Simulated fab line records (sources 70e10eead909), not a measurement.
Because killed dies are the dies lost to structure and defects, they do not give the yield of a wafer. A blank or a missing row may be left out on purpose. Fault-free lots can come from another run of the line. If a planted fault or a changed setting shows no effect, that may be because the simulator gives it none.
Matching of chambers ; flow nand_harc ; NHARC_A_STAIRCASE_ETCHBACK_157 on rie_diel-13: 4 sister chambers
The step etches the open film in CH3F/O2, target depth 90 nm, time 167.14 s. 4 wafers are shown with their chamber, then 7 later ones without.

== EACH WAFER AND ITS CHAMBER ==
wafer;chamber;showerhead_plenum_p_Torr (Torr)
L969.5;2;2.66
L972.2;1;2.33
L978.1;0;2.48
L978.4;3;2.27

== WAFERS WITH NO CHAMBER GIVEN ==
wafer;showerhead_plenum_p_Torr (Torr)
L978.6;2.27
L983.1;2.64
L983.3;2.27
L983.4;2.32
L985.1;2.27
L985.2;2.47
L985.3;2.31

== WHICH CHAMBER EACH ONE RAN IN ==
wafer;from the rows above;in truth
L978.6;3;3
L983.1;2;2
L983.3;3;3
L983.4;1;1
L985.1;3;3
L985.2;0;0
L985.3;can't be placed: 1 or 3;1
Correctly placed: 6 of 7. From these rows, 1 cannot be placed; in 1 the true chamber is one of the candidates. 0 placed wrongly.
How it was worked out, from the rows above alone: a wafer's distance from a chamber is the root of the sum, over the readings, of the square of ((its reading less the chamber's mean) divided by the reading's scatter). If the next closest chamber is less than 2 further off than the closest, the wafer can't be placed; otherwise it belongs to the closest. A chamber's mean is the mean of its shown wafers. The scatter (one wafer shown for each chamber): square how far every hidden wafer sits from the nearest shown wafer, average those squares and take the square root.
